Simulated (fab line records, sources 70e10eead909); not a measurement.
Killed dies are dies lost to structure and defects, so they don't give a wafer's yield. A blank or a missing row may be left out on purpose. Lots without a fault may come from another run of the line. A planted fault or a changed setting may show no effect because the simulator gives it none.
Chamber matching | flow nand_harc | NHARC_A_STAIRCASE_CMP_472 on cmp-04: 4 sister chambers
The step polishes SiO2. 4 wafers are shown with their chamber, then 8 later ones without.

WAFERS WITH THEIR CHAMBER
wafer  | chamber | motor_current_A (A)
L085.2 | 1       | 10.9
L086.2 | 2       | 10.2
L090.6 | 3       | 13.1
L095.1 | 0       | 11.6

WAFERS WITHOUT THEIR CHAMBER
wafer  | motor_current_A (A)
L095.4 | 10.5
L095.5 | 12.5
L093.1 | 10.8
L093.5 | 12.9
L093.6 | 11.1
L096.1 | 10.6
L096.5 | 11.2
L096.6 | 11.1

WHICH CHAMBER EACH WENT THROUGH
wafer  | from the rows above     | in truth
L095.4 | can't be placed: 2 or 1 | 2
L095.5 | can't be placed: 3 or 0 | 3
L093.1 | can't be placed: 1 or 2 | 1
L093.5 | 3                       | 3
L093.6 | can't be placed: 1 or 0 | 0
L096.1 | can't be placed: 1 or 2 | 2
L096.5 | can't be placed: 1 or 0 | 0
L096.6 | can't be placed: 1 or 0 | 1
Placed correctly: 1 of 8. Can't be placed from these rows: 7 (the true chamber is among the candidates in 7). Placed wrongly: 0.
How it was worked out, from the rows above alone: a wafer's distance from a chamber is the root of the sum, over the readings, of the square of ((its reading less the chamber's mean) divided by the reading's scatter). The wafer belongs to the nearest chamber; if the next one is less than 2 further off, it can't be placed. A chamber's mean is the mean of its shown wafers. The scatter: with one shown wafer a chamber, the root of the mean of the squares of how far each hidden wafer lies from its nearest shown one.
